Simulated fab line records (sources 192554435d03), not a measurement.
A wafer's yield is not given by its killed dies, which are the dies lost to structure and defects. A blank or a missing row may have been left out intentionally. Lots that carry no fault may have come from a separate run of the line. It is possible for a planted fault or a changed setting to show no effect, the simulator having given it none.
fab line records :: flow n5Finfet :: part 2 of 2: steps 18 to 25 of 25
record:
  lots: 5
  wafers: 15
  lastDay: 17
route steps=1938 shown SDB@357 DUMMY_REMOVAL@377
lots untouched by any fault: they come from a run of this same line in which no faults occurred
startH: start of the lot's first displayed wafer, in hours after the record's first day :: waitH: hours since the lot's step before :: " same as the row above :: L1.1+2: a single row standing in for several wafers :: - either no value or no given start :: * or withheld: withheld :: < > ~ a bound
route shown NAME@n: NAME is a module with steps in the file, n the number in the route of the first one :: usual: mean/standard deviation taken from wafers without a fault :: same: alike in all rows :: chamber/n: place in a boat :: sites: each site's reading :: _std_site: standard deviation across them :: _edge_site: inner sites' mean taken away from outer sites' mean :: radiusMm: for every site, how far away it sits from the centre of the wafer :: mask NAME#n: copy n :: behind: the tool/chamber that last shaped the wafer :: hold: why the lot was held/for how many hours/how that ended :: device: the transistor (n, p or np) that didn't switch :: end of line: the route-end tests of the same wafers :: a step without rows: its recipe alone :: killed: dies that structure and defects cost at the first sort, which is not the same as the wafer's yield :: map: a wafer's dies, x killed, . not, _ none there
set.NAME: setting as actually run; set.NAME@STEP: the setting as run at that earlier step :: model.NAME: the simulator's own value behind a step, which no gauge read
a table for each step, a row for each wafer; lots at some steps of the route
services: the hour from which a tool's chamber was out of use, counted from the record's first day as startH (under 0 if before that day), plus the number of hours and why
== steps ==
step: N5_SDB_CMP_30
recipe:
  stopOn: poly-Si
  tOverpolishS: 1.54
  postCmpClean: alkalineBrush
  downForcePsi: 4.1491
  platenRpm: 51.796
  padVelocityMS: 1.0306
  targetThkNm: 30
usual:
  motorCurrentA: 12.0/0.86
  overpolishRunS: 1.539/0.009
  padLifeWafers: 1272/630
  platenRpm: 51.80/0.034
  timeToEndpointS: 18.1/1.8
lot.wafer: L080.1
tool: cmp-01
chamber: 2
startH: 105.37
waitH: 1.4
motorCurrentA: 11.7
overpolishRunS: 1.552
padLifeWafers: 570
platenRpm: 51.81
timeToEndpointS: 19.5

lot.wafer: L080.2
tool: cmp-01
chamber: 0
startH: 105.37
waitH: 1.4
motorCurrentA: 11.9
overpolishRunS: 1.533
padLifeWafers: 572
platenRpm: 51.71
timeToEndpointS: 18.1

lot.wafer: L080.5
tool: cmp-01
chamber: 3
startH: 105.37
waitH: 1.4
motorCurrentA: 13.0
overpolishRunS: 1.547
padLifeWafers: -
platenRpm: 51.79
timeToEndpointS: 17.7

lot.wafer: L083.1
tool: cmp-03
chamber: 3
startH: 120.95
waitH: 1.4
motorCurrentA: 12.7
overpolishRunS: 1.543
padLifeWafers: 1807
platenRpm: 51.82
timeToEndpointS: 17.4

lot.wafer: L083.2
tool: cmp-03
chamber: 1
startH: 120.95
waitH: 1.4
motorCurrentA: 12.5
overpolishRunS: 1.549
padLifeWafers: 1809
platenRpm: 51.78
timeToEndpointS: 16.0

lot.wafer: L083.5
tool: cmp-03
chamber: 3
startH: 120.95
waitH: 1.4
motorCurrentA: 12.7
overpolishRunS: 1.531
padLifeWafers: -
platenRpm: 51.80
timeToEndpointS: 16.4

lot.wafer: L085.4
tool: cmp-02
chamber: 2
startH: 134.46
waitH: 1.4
motorCurrentA: 12.1
overpolishRunS: 1.542
padLifeWafers: 1429
platenRpm: 51.78
timeToEndpointS: 19.7

lot.wafer: L085.2
tool: cmp-02
chamber: 3
startH: 134.46
waitH: 1.4
motorCurrentA: 10.6
overpolishRunS: 1.548
padLifeWafers: 1430
platenRpm: 51.81
timeToEndpointS: 17.9

lot.wafer: L085.5
tool: cmp-02
chamber: 1
startH: 134.46
waitH: 1.4
motorCurrentA: 10.9
overpolishRunS: 1.537
padLifeWafers: -
platenRpm: 51.78
timeToEndpointS: 18.2

lot.wafer: L090.2
tool: cmp-03
chamber: 3
startH: 165.87
waitH: 1.4
motorCurrentA: 13.2
overpolishRunS: 1.528
padLifeWafers: 2172
platenRpm: 51.83
timeToEndpointS: 15.2

lot.wafer: L090.4
tool: cmp-03
chamber: 2
startH: 165.87
waitH: 1.4
motorCurrentA: 11.4
overpolishRunS: 1.549
padLifeWafers: 2175
platenRpm: 51.76
timeToEndpointS: 17.3

lot.wafer: L090.5
tool: cmp-03
chamber: 3
startH: 165.87
waitH: 1.4
motorCurrentA: 12.2
overpolishRunS: 1.531
padLifeWafers: -
platenRpm: 51.82
timeToEndpointS: 15.3

lot.wafer: L095.2
tool: cmp-02
chamber: 3
startH: 197.75
waitH: 1.4
motorCurrentA: 11.5
overpolishRunS: 1.520
padLifeWafers: 1944
platenRpm: 51.82
timeToEndpointS: 15.9

lot.wafer: L095.4
tool: cmp-02
chamber: 2
startH: 197.75
waitH: 1.4
motorCurrentA: 12.4
overpolishRunS: 1.530
padLifeWafers: 1947
platenRpm: 51.83
timeToEndpointS: 17.4

lot.wafer: L095.6
tool: cmp-02
chamber: 0
startH: 197.75
waitH: 1.4
motorCurrentA: 11.4
overpolishRunS: 1.550
padLifeWafers: -
platenRpm: 51.76
timeToEndpointS: 14.6
step: N5_SDB_THK_MEAS_31
recipe:
  reads: a-Si_of_DUMMY_GATE_CVD_03
usual:
  SDB_THK: 64.4/0.86
lot.wafer: L080.1
tool: filmMetro-01
chamber: -
startH: 105.66
waitH: -
SDB_THK[nm]: 64.5

lot.wafer: L080.2
tool: filmMetro-01
chamber: -
startH: 105.66
waitH: -
SDB_THK[nm]: 64.0

lot.wafer: L080.5
tool: filmMetro-01
chamber: -
startH: 105.66
waitH: -
SDB_THK[nm]: 65.1

lot.wafer: L083.1
tool: filmMetro-02
chamber: -
startH: 121.20
waitH: -
SDB_THK[nm]: 64.4

lot.wafer: L083.2
tool: filmMetro-02
chamber: -
startH: 121.20
waitH: -
SDB_THK[nm]: 63.4

lot.wafer: L083.5
tool: filmMetro-02
chamber: -
startH: 121.20
waitH: -
SDB_THK[nm]: 62.9

lot.wafer: L085.2
tool: filmMetro-02
chamber: -
startH: 134.71
waitH: -
SDB_THK[nm]: 63.7

lot.wafer: L085.4
tool: filmMetro-02
chamber: -
startH: 134.71
waitH: -
SDB_THK[nm]: 65.4

lot.wafer: L085.5
tool: filmMetro-02
chamber: -
startH: 134.71
waitH: -
SDB_THK[nm]: 63.4

lot.wafer: L090.2
tool: filmMetro-01
chamber: -
startH: 166.16
waitH: -
SDB_THK[nm]: 64.7

lot.wafer: L090.4
tool: filmMetro-01
chamber: -
startH: 166.16
waitH: -
SDB_THK[nm]: 63.8

lot.wafer: L090.5
tool: filmMetro-01
chamber: -
startH: 166.16
waitH: -
SDB_THK[nm]: 63.4

lot.wafer: L095.2
tool: filmMetro-02
chamber: -
startH: 198.05
waitH: -
SDB_THK[nm]: 64.9

lot.wafer: L095.4
tool: filmMetro-02
chamber: -
startH: 198.05
waitH: -
SDB_THK[nm]: 66.1

lot.wafer: L095.6
tool: filmMetro-02
chamber: -
startH: 198.05
waitH: -
SDB_THK[nm]: 65.0
step: N5_SDB_INSPECT_36
recipe:
  inspectInstrument: darkfield
  mode: postCmp
usual:
  rawDefectCount: 35/14
lot.wafer: L080.1
tool: defectInspect-01
chamber: -
startH: 105.69
waitH: 0.0
rawDefectCount: 21

lot.wafer: L080.2
tool: defectInspect-01
chamber: -
startH: 105.69
waitH: 0.0
rawDefectCount: 22

lot.wafer: L080.5
tool: defectInspect-01
chamber: -
startH: 105.69
waitH: 0.0
rawDefectCount: 13

lot.wafer: L083.1
tool: defectInspect-01
chamber: -
startH: 121.23
waitH: 0.0
rawDefectCount: 21

lot.wafer: L083.2
tool: defectInspect-01
chamber: -
startH: 121.23
waitH: 0.0
rawDefectCount: 33

lot.wafer: L083.5
tool: defectInspect-01
chamber: -
startH: 121.23
waitH: 0.0
rawDefectCount: 27

lot.wafer: L085.2
tool: defectInspect-02
chamber: -
startH: 134.74
waitH: 0.0
rawDefectCount: 24

lot.wafer: L085.4
tool: defectInspect-02
chamber: -
startH: 134.74
waitH: 0.0
rawDefectCount: 35

lot.wafer: L085.5
tool: defectInspect-02
chamber: -
startH: 134.74
waitH: 0.0
rawDefectCount: 40

lot.wafer: L090.2
tool: defectInspect-02
chamber: -
startH: 166.19
waitH: 0.0
rawDefectCount: 57

lot.wafer: L090.4
tool: defectInspect-02
chamber: -
startH: 166.19
waitH: 0.0
rawDefectCount: 42

lot.wafer: L090.5
tool: defectInspect-02
chamber: -
startH: 166.19
waitH: 0.0
rawDefectCount: 39

lot.wafer: L095.2
tool: defectInspect-01
chamber: -
startH: 198.07
waitH: 0.0
rawDefectCount: 29

lot.wafer: L095.4
tool: defectInspect-01
chamber: -
startH: 198.07
waitH: 0.0
rawDefectCount: 20

lot.wafer: L095.6
tool: defectInspect-01
chamber: -
startH: 198.07
waitH: 0.0
rawDefectCount: 34
step: N5_DUMMY_REMOVAL_HM_STRIP_01
recipe:
  chemistry: CH3F/O2
  material: SiNx
  targetDepthA: 40
  stopOn: poly-Si
  timeS: 6.8
  overEtchFrac: 0.3
  ionEnergyEv: 60
  powerW: 410
  biasW: 29
  Ar_flow_sccm: 150
  CH3F_flow_sccm: 30
  O2_flow_sccm: 20
usual:
  chamberPressureMTorr: 30.001/0.029
  drypumpMotorCurrentA: 5.6/0.42
  oesProductAu: 0.64/0.063
  rfVppV: 127.4/0.91
  showerheadPlenumPTorr: 2.01/0.061
  throttleValvePct: 16.36/0.21
lot.wafer: L080.1
tool: rieDiel-04
chamber: 1
startH: 105.75
waitH: 0.1
chamberPressureMTorr: 29.956
drypumpMotorCurrentA: 5.0
oesProductAu: 0.63
rfHoursCounterH: 116
rfVppV: 127.1
showerheadPlenumPTorr: 2.01
throttleValvePct: 16.43

lot.wafer: L080.2
tool: rieDiel-04
chamber: 0
startH: 105.75
waitH: 0.1
chamberPressureMTorr: 30.032
drypumpMotorCurrentA: 5.1
oesProductAu: 0.57
rfHoursCounterH: 222
rfVppV: 127.8
showerheadPlenumPTorr: 2.07
throttleValvePct: 16.52

lot.wafer: L080.5
tool: rieDiel-04
chamber: 0
startH: 105.75
waitH: 0.1
chamberPressureMTorr: 30.012
drypumpMotorCurrentA: 5.1
oesProductAu: 0.57
rfHoursCounterH: -
rfVppV: 126.5
showerheadPlenumPTorr: 2.07
throttleValvePct: 16.53

lot.wafer: L083.1
tool: rieDiel-06
chamber: 3
startH: 121.29
waitH: 0.1
chamberPressureMTorr: 30.040
drypumpMotorCurrentA: 5.8
oesProductAu: 0.61
rfHoursCounterH: 179
rfVppV: 126.4
showerheadPlenumPTorr: 1.91
throttleValvePct: 16.60

lot.wafer: L083.2
tool: rieDiel-06
chamber: 1
startH: 121.29
waitH: 0.1
chamberPressureMTorr: 30.024
drypumpMotorCurrentA: 5.6
oesProductAu: 0.58
rfHoursCounterH: 209
rfVppV: 129.1
showerheadPlenumPTorr: 2.06
throttleValvePct: 16.54

lot.wafer: L083.5
tool: rieDiel-06
chamber: 1
startH: 121.29
waitH: 0.1
chamberPressureMTorr: 30.008
drypumpMotorCurrentA: 5.6
oesProductAu: 0.58
rfHoursCounterH: -
rfVppV: 127.5
showerheadPlenumPTorr: 2.06
throttleValvePct: 16.51

lot.wafer: L085.2
tool: rieDiel-06
chamber: 0
startH: 134.77
waitH: 0.0
chamberPressureMTorr: 29.984
drypumpMotorCurrentA: 5.6
oesProductAu: 0.71
rfHoursCounterH: 37
rfVppV: 127.3
showerheadPlenumPTorr: 2.04
throttleValvePct: 16.20

lot.wafer: L085.4
tool: rieDiel-06
chamber: 0
startH: 134.77
waitH: 0.0
chamberPressureMTorr: 30.020
drypumpMotorCurrentA: 5.6
oesProductAu: 0.70
rfHoursCounterH: -
rfVppV: 128.9
showerheadPlenumPTorr: 2.03
throttleValvePct: 16.19

lot.wafer: L085.5
tool: rieDiel-06
chamber: 0
startH: 134.77
waitH: 0.0
chamberPressureMTorr: 30.018
drypumpMotorCurrentA: 5.6
oesProductAu: 0.70
rfHoursCounterH: -
rfVppV: 128.6
showerheadPlenumPTorr: 2.03
throttleValvePct: 16.22

lot.wafer: L090.2
tool: rieDiel-04
chamber: 2
startH: 166.22
waitH: 0.0
chamberPressureMTorr: 30.000
drypumpMotorCurrentA: 6.1
oesProductAu: 0.59
rfHoursCounterH: 209
rfVppV: 127.9
showerheadPlenumPTorr: 1.98
throttleValvePct: 16.45

lot.wafer: L090.4
tool: rieDiel-04
chamber: 0
startH: 166.22
waitH: 0.0
chamberPressureMTorr: 29.990
drypumpMotorCurrentA: 5.1
oesProductAu: 0.56
rfHoursCounterH: 242
rfVppV: 128.7
showerheadPlenumPTorr: 2.06
throttleValvePct: 16.57

lot.wafer: L090.5
tool: rieDiel-04
chamber: 1
startH: 166.22
waitH: 0.0
chamberPressureMTorr: 30.022
drypumpMotorCurrentA: 5.0
oesProductAu: 0.63
rfHoursCounterH: -
rfVppV: 127.0
showerheadPlenumPTorr: 2.01
throttleValvePct: 16.46

lot.wafer: L095.2
tool: rieDiel-06
chamber: 1
startH: 198.11
waitH: 0.0
chamberPressureMTorr: 29.994
drypumpMotorCurrentA: 5.6
oesProductAu: 0.57
rfHoursCounterH: 231
rfVppV: 128.3
showerheadPlenumPTorr: 2.06
throttleValvePct: 16.56

lot.wafer: L095.4
tool: rieDiel-06
chamber: 3
startH: 198.11
waitH: 0.0
chamberPressureMTorr: 29.996
drypumpMotorCurrentA: 5.8
oesProductAu: 0.59
rfHoursCounterH: 204
rfVppV: 127.6
showerheadPlenumPTorr: 1.91
throttleValvePct: 16.64

lot.wafer: L095.6
tool: rieDiel-06
chamber: 1
startH: 198.11
waitH: 0.0
chamberPressureMTorr: 30.011
drypumpMotorCurrentA: 5.6
oesProductAu: 0.57
rfHoursCounterH: -
rfVppV: 128.6
showerheadPlenumPTorr: 2.05
throttleValvePct: 16.56
step: N5_DUMMY_REMOVAL_STRIP_10
recipe:
  chemistry: N2/H2
  timeS: 40
  powerW: 100
  tempC: 40
  pressureMtorr: 100
  rfFrequencyHz: 6e+07
  biasPowerW: 3
  n2FlowSccm: 300
  h2FlowSccm: 300
usual:
  chamberPressureMTorr: 100.01/0.097
  drypumpMotorCurrentA: 5.6/0.42
  oesProductAu: 0.79/0.081
  rfVppV: 45.2/0.82
  showerheadPlenumPTorr: 3.39/0.1
  throttleValvePct: 12.27/0.23
lot.wafer: L080.1
tool: rieDiel-04
chamber: 1
startH: 105.78
waitH: 0.0
chamberPressureMTorr: 99.83
drypumpMotorCurrentA: 5.1
oesProductAu: 0.77
rfHoursCounterH: 116
rfVppV: 45.6
showerheadPlenumPTorr: 3.40
throttleValvePct: 12.28

lot.wafer: L080.2
tool: rieDiel-04
chamber: 0
startH: 105.78
waitH: 0.0
chamberPressureMTorr: 99.87
drypumpMotorCurrentA: 5.1
oesProductAu: 0.70
rfHoursCounterH: 222
rfVppV: 46.4
showerheadPlenumPTorr: 3.48
throttleValvePct: 12.49

lot.wafer: L080.5
tool: rieDiel-04
chamber: 0
startH: 105.78
waitH: 0.0
chamberPressureMTorr: 99.95
drypumpMotorCurrentA: 5.0
oesProductAu: 0.70
rfHoursCounterH: -
rfVppV: 44.0
showerheadPlenumPTorr: 3.47
throttleValvePct: 12.47

lot.wafer: L083.1
tool: rieDiel-06
chamber: 3
startH: 121.32
waitH: 0.0
chamberPressureMTorr: 100.12
drypumpMotorCurrentA: 5.8
oesProductAu: 0.73
rfHoursCounterH: 179
rfVppV: 44.4
showerheadPlenumPTorr: 3.22
throttleValvePct: 12.43

lot.wafer: L083.2
tool: rieDiel-06
chamber: 1
startH: 121.32
waitH: 0.0
chamberPressureMTorr: 99.85
drypumpMotorCurrentA: 5.6
oesProductAu: 0.71
rfHoursCounterH: 209
rfVppV: 45.3
showerheadPlenumPTorr: 3.49
throttleValvePct: 12.55

lot.wafer: L083.5
tool: rieDiel-06
chamber: 1
startH: 121.32
waitH: 0.0
chamberPressureMTorr: 100.13
drypumpMotorCurrentA: 5.6
oesProductAu: 0.70
rfHoursCounterH: -
rfVppV: 45.1
showerheadPlenumPTorr: 3.49
throttleValvePct: 12.57

lot.wafer: L085.2
tool: rieDiel-06
chamber: 0
startH: 134.82
waitH: 0.0
chamberPressureMTorr: 99.93
drypumpMotorCurrentA: 5.6
oesProductAu: 0.88
rfHoursCounterH: 37
rfVppV: 46.2
showerheadPlenumPTorr: 3.44
throttleValvePct: 12.16

lot.wafer: L085.4
tool: rieDiel-06
chamber: 0
startH: 134.82
waitH: 0.0
chamberPressureMTorr: 100.02
drypumpMotorCurrentA: 5.6
oesProductAu: 0.88
rfHoursCounterH: -
rfVppV: 47.1
showerheadPlenumPTorr: 3.44
throttleValvePct: 12.13

lot.wafer: L085.5
tool: rieDiel-06
chamber: 0
startH: 134.82
waitH: 0.0
chamberPressureMTorr: 99.92
drypumpMotorCurrentA: 5.6
oesProductAu: 0.89
rfHoursCounterH: -
rfVppV: 46.0
showerheadPlenumPTorr: 3.44
throttleValvePct: 12.15

lot.wafer: L090.2
tool: rieDiel-04
chamber: 2
startH: 166.25
waitH: 0.0
chamberPressureMTorr: 100.10
drypumpMotorCurrentA: 6.1
oesProductAu: 0.72
rfHoursCounterH: 209
rfVppV: 44.6
showerheadPlenumPTorr: 3.34
throttleValvePct: 12.40

lot.wafer: L090.4
tool: rieDiel-04
chamber: 0
startH: 166.25
waitH: 0.0
chamberPressureMTorr: 99.85
drypumpMotorCurrentA: 5.1
oesProductAu: 0.68
rfHoursCounterH: 242
rfVppV: 45.2
showerheadPlenumPTorr: 3.46
throttleValvePct: 12.53

lot.wafer: L090.5
tool: rieDiel-04
chamber: 1
startH: 166.25
waitH: 0.0
chamberPressureMTorr: 100.03
drypumpMotorCurrentA: 5.1
oesProductAu: 0.76
rfHoursCounterH: -
rfVppV: 44.9
showerheadPlenumPTorr: 3.39
throttleValvePct: 12.33

lot.wafer: L095.2
tool: rieDiel-06
chamber: 1
startH: 198.14
waitH: 0.0
chamberPressureMTorr: 99.91
drypumpMotorCurrentA: 5.6
oesProductAu: 0.69
rfHoursCounterH: 231
rfVppV: 45.7
showerheadPlenumPTorr: 3.48
throttleValvePct: 12.62

lot.wafer: L095.4
tool: rieDiel-06
chamber: 3
startH: 198.14
waitH: 0.0
chamberPressureMTorr: 100.07
drypumpMotorCurrentA: 5.8
oesProductAu: 0.72
rfHoursCounterH: 204
rfVppV: 46.0
showerheadPlenumPTorr: 3.21
throttleValvePct: 12.50

lot.wafer: L095.6
tool: rieDiel-06
chamber: 1
startH: 198.14
waitH: 0.0
chamberPressureMTorr: 100.10
drypumpMotorCurrentA: 5.6
oesProductAu: 0.69
rfHoursCounterH: -
rfVppV: 43.6
showerheadPlenumPTorr: 3.48
throttleValvePct: 12.62
step: N5_DUMMY_REMOVAL_PRECLEAN_07
recipe:
  chemistry: dHF
  timeS: 30
  tempC: 25
  dilution: withheld
lot.wafer: L080.1+2+5
tool: wetBench-06
chamber: 3,2,4
startH: 105.87
waitH: 0.1

lot.wafer: L083.1+2+5
tool: wetBench-06
chamber: 0,7,5
startH: 121.41
waitH: 0.1

lot.wafer: L085.2+4+5
tool: wetBench-02
chamber: 4,3,1
startH: 134.95
waitH: 0.1

lot.wafer: L090.2+4+5
tool: wetBench-02
chamber: 4,5,0
startH: 166.35
waitH: 0.1

lot.wafer: L095.2+4+6
tool: wetBench-06
chamber: 3,7,1
startH: 198.23
waitH: 0.1
step: N5_DUMMY_REMOVAL_DUMMY_REMOVE_02
recipe:
  chemistry: TMAH
  tempC: 70
  target: poly-Si
  stopOn: SiO2
  targetDepthNm: 142
  concWtPct: 5
  timeS: 57
  dry: ipaMarangoni
  rinseTimeS: 30
  rinseTempC: 23
lot.wafer: L080.1+2+5
tool: wetBench-06
chamber: 3,2,4
startH: 105.89
waitH: 0.0

lot.wafer: L083.1+2+5
tool: wetBench-06
chamber: 0,7,5
startH: 121.43
waitH: 0.0

lot.wafer: L085.2+4+5
tool: wetBench-02
chamber: 4,3,1
startH: 134.96
waitH: 0.0

lot.wafer: L090.2+4+5
tool: wetBench-02
chamber: 4,5,0
startH: 166.37
waitH: 0.0

lot.wafer: L095.2+4+6
tool: wetBench-06
chamber: 3,7,1
startH: 198.25
waitH: 0.0
step: N5_DUMMY_REMOVAL_INSPECT_06
recipe:
  inspectInstrument: brightfield
  mode: aei
usual:
  rawDefectCount: 11/4.9
lot.wafer: L080.1
tool: defectInspect-01
chamber: -
startH: 105.94
waitH: 0.0
rawDefectCount: 12

lot.wafer: L080.2
tool: defectInspect-01
chamber: -
startH: 105.94
waitH: 0.0
rawDefectCount: 12

lot.wafer: L080.5
tool: defectInspect-01
chamber: -
startH: 105.94
waitH: 0.0
rawDefectCount: 18

lot.wafer: L083.1
tool: defectInspect-01
chamber: -
startH: 121.48
waitH: 0.0
rawDefectCount: 14

lot.wafer: L083.2
tool: defectInspect-01
chamber: -
startH: 121.48
waitH: 0.0
rawDefectCount: 9

lot.wafer: L083.5
tool: defectInspect-01
chamber: -
startH: 121.48
waitH: 0.0
rawDefectCount: 8

lot.wafer: L085.2
tool: defectInspect-02
chamber: -
startH: 135.02
waitH: 0.0
rawDefectCount: 15

lot.wafer: L085.4
tool: defectInspect-02
chamber: -
startH: 135.02
waitH: 0.0
rawDefectCount: 16

lot.wafer: L085.5
tool: defectInspect-02
chamber: -
startH: 135.02
waitH: 0.0
rawDefectCount: 21

lot.wafer: L090.2
tool: defectInspect-01
chamber: -
startH: 166.46
waitH: 0.0
rawDefectCount: 6

lot.wafer: L090.4
tool: defectInspect-01
chamber: -
startH: 166.46
waitH: 0.0
rawDefectCount: 5

lot.wafer: L090.5
tool: defectInspect-01
chamber: -
startH: 166.46
waitH: 0.0
rawDefectCount: 10

lot.wafer: L095.2
tool: defectInspect-02
chamber: -
startH: 198.30
waitH: 0.0
rawDefectCount: 12

lot.wafer: L095.4
tool: defectInspect-02
chamber: -
startH: 198.30
waitH: 0.0
rawDefectCount: 6

lot.wafer: L095.6
tool: defectInspect-02
chamber: -
startH: 198.30
waitH: 0.0
rawDefectCount: 5
== services ==
tool: cmp-02
chamber: -
startH: 81.57
hours: 5.6
kind: pm

tool: rieSi-04
chamber: 1
startH: 83.77
hours: 1.3
kind: repair

tool: aldSin-01
chamber: -
startH: 85.25
hours: 14.0
kind: pm

tool: rieDiel-01
chamber: 2
startH: 88.70
hours: 4.5
kind: repair

tool: rieDiel-06
chamber: 1
startH: 95.07
hours: 7.2
kind: repair

tool: rieDiel-04
chamber: 3
startH: 99.51
hours: 9.3
kind: repair

tool: rieDiel-01
chamber: 0
startH: 112.90
hours: 5.7
kind: repair

tool: aldSin-03
chamber: -
startH: 123.39
hours: 2.8
kind: pm

tool: rieDiel-06
chamber: 1
startH: 127.85
hours: 16.1
kind: repair

tool: cmp-02
chamber: -
startH: 138.89
hours: 0.2
kind: repair

tool: rieSi-06
chamber: -
startH: 142.60
hours: 10.0
kind: pm

tool: rieDiel-05
chamber: 2
startH: 143.71
hours: 5.1
kind: repair

tool: wetBench-03
chamber: -
startH: 147.68
hours: 32.7
kind: repair

tool: rieDiel-02
chamber: 0
startH: 158.33
hours: 3.4
kind: repair

tool: rieDiel-02
chamber: 3
startH: 159.94
hours: 8.9
kind: repair

tool: cmp-03
chamber: -
startH: 163.69
hours: 0.4
kind: repair

tool: cmp-03
chamber: -
startH: 166.09
hours: 4.0
kind: pm

tool: aldSin-01
chamber: 0
startH: 167.08
hours: 11.0
kind: repair

tool: cmp-02
chamber: -
startH: 180.75
hours: 1.2
kind: repair

tool: rieDiel-05
chamber: -
startH: 187.38
hours: 0.9
kind: repair

tool: rieDiel-04
chamber: 1
startH: 190.01
hours: 6.3
kind: repair

tool: cmp-02
chamber: -
startH: 191.73
hours: 2.4
kind: repair

tool: wetBench-02
chamber: -
startH: 193.39
hours: 1.6
kind: repair

tool: rieDiel-01
chamber: 2
startH: 196.04
hours: 7.1
kind: repair
